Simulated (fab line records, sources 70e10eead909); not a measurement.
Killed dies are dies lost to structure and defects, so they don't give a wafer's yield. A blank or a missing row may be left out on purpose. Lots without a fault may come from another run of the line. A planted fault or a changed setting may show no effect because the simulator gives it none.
A struck lot beside a sound one | flow nand_harc | 41 steps out of a route of 1302
Sound: wafers L509.1, L509.2, L509.3. Struck: wafers L523.1, L523.3, L523.5. The cause comes at the end.
At each step with rows: each side's tool, then ch and its chambers, then its first start. Under that, the readings that differ: sound wafers | struck wafers | difference of the means | sigmas: that difference in standard deviations of wafers without a fault.
alike: readings whose means differ by less than 2 such deviations, and words and numbers that are the same on both sides. not compared: withheld readings, readings that some wafer has no value for, bounds like >300 that may hide the same value, and numbers for which the record gives no deviation and whose values overlap.
The two part at a step that has a row with sigmas, a row that says differs or no value, or rows on one side only. Numbers that don't overlap but have no deviation are shown without sigmas and don't part them. A reading that every wafer of one side lacks parts them only if that side has two wafers or more.

first, 7 steps without rows for these wafers: NHARC_P_GATE_HMDS_52 (time 30 s); NHARC_P_GATE_COAT_53; NHARC_P_GATE_SOFTBAKE_54 (time 95 s); NHARC_P_GATE_EBR_55; NHARC_P_GATE_EXPOSE_56 (exposes mask P PSD, target cd 720 nm); NHARC_P_GATE_PEB_57 (peb time 85 s); NHARC_P_GATE_DEVELOP_58 (time 70 s).
NHARC_P_GATE_CD_MEAS_59: target cd 720 nm.
  sound on cd_sem-03 ch 0, day 5 22:31; struck on cd_sem-02 ch 0, day 11 16:23
  alike: cd_nm
then, 1 step without rows for these wafers: NHARC_P_GATE_HARDBAKE_60 (time 80 s).
NHARC_P_GATE_DESCUM_61: chemistry O2, time 3 s.
  sound on rie_diel-12 ch 0,2,3, day 5 22:40; struck on rie_diel-02 ch 0,1, day 11 16:33
  alike: drypump_motor_current_A, oes_product_au, rf_vpp_V, showerhead_plenum_p_Torr, throttle_valve_pct
  not compared: rf_hours_counter_h
then, 1 step without rows for these wafers: NHARC_P_GATE_IMPLANT_62.
NHARC_P_GATE_STRIP_112: strips in N2/H2, time 200 s.
  sound on plasma_asher-02 ch 0,1, day 5 23:02; struck on plasma_asher-01 ch 0,1, day 11 16:59
  alike: drypump_motor_current_A, heater_power_w, temp_c
  not compared: rf_hours_counter_h
NHARC_P_GATE_STRIP_76: strips in O2.
  sound on plasma_asher-02 ch 0,1, day 5 23:18; struck on plasma_asher-01 ch 0,1, day 11 17:13
  alike: drypump_motor_current_A, heater_power_w, temp_c
  not compared: rf_hours_counter_h
then, 9 steps without rows for these wafers: NHARC_P_GATE_STRIP_63 (strips in SPM, time 900 s); NHARC_P_GATE_DEHYDRATE_83 (time 120 s); NHARC_P_GATE_HMDS_84 (time 30 s); NHARC_P_GATE_COAT_85; NHARC_P_GATE_SOFTBAKE_86 (time 95 s); NHARC_P_GATE_EBR_87; NHARC_P_GATE_EXPOSE_88 (exposes mask P HVN, target cd 2000 nm); NHARC_P_GATE_PEB_89 (peb time 85 s); NHARC_P_GATE_DEVELOP_90 (time 70 s).
NHARC_P_GATE_CD_MEAS_91: target cd 2000 nm.
  sound on cd_sem-01 ch 0, day 6 00:13; struck on cd_sem-02 ch 0, day 11 18:00
  alike: cd_nm
then, 3 steps without rows for these wafers: NHARC_P_GATE_HARDBAKE_92 (time 80 s); NHARC_P_GATE_DESCUM_93 (chemistry O2, time 3 s); NHARC_P_GATE_IMPLANT_94.
NHARC_P_GATE_STRIP_113: strips in N2/H2, time 740 s.
  sound on plasma_asher-02 ch 0,1, day 6 00:44; struck on plasma_asher-01 ch 0, day 11 18:44
  alike: drypump_motor_current_A, heater_power_w, temp_c
  not compared: rf_hours_counter_h
then, 4 steps without rows for these wafers: NHARC_P_GATE_STRIP_95 (strips in O2); NHARC_P_GATE_STRIP_96 (strips in SPM, time 900 s); NHARC_P_GATE_RTA_64 (time 1 s); NHARC_P_GATE_ETCH_77 (etches SiO2 in dHF, target depth 6 nm).
NHARC_P_GATE_DEGAS_109: time 60 s.
  sound on pvd_sputter-02, day 6 02:20; struck on pvd_sputter-03, day 11 20:12
  alike: heater_power_w
then, 3 steps without rows for these wafers: NHARC_P_GATE_PRE_CLEAN_110 (time 30 s); NHARC_P_GATE_SPUTTER_78 (material Ni, target thk 10 nm); NHARC_P_GATE_SPUTTER_79 (material TiN, target thk 10 nm).
NHARC_P_GATE_RTA_80: time 30 s.
  sound on rtp_anneal-01 ch 0, day 6 02:38; struck on rtp_anneal-02 ch 0, day 11 20:30
  reading            | sound          | struck         | difference | sigmas
  lamp_power_pct (%) | 2.52 2.53 2.52 | 1.95 1.94 1.94 | -0.58      | -2
  alike: lamp_zone_5_pct, wafer_temp_C_max
then, 2 steps without rows for these wafers: NHARC_P_GATE_STRIP_67 (strips in SPM, time 600 s); NHARC_P_GATE_RTA_82 (time 30 s).
NHARC_P_GATE_INSPECT_68:
  sound on defect_inspect-02, day 6 03:17; struck on defect_inspect-01, day 11 21:10
  alike: raw_defect_count
then, 1 step without rows for these wafers: NHARC_P_CONTACT_DEP_30 (deposits SiNx, target thk 30 nm).
-- the record jumps here: 18 days lie between the struck wafers' starts before and after (it left off in module P_CONTACT and takes up again in module END, whose first step shown is number 1302 of the route) --
NHARC_END_SORT_01:
  the record has rows for the struck wafers here (prober-01 ch 0, day 29 22:14) and none for the sound ones

WHERE THEY PART
First at NHARC_P_GATE_RTA_80; last, within this record, at NHARC_END_SORT_01.

WHY: what the simulator had put in
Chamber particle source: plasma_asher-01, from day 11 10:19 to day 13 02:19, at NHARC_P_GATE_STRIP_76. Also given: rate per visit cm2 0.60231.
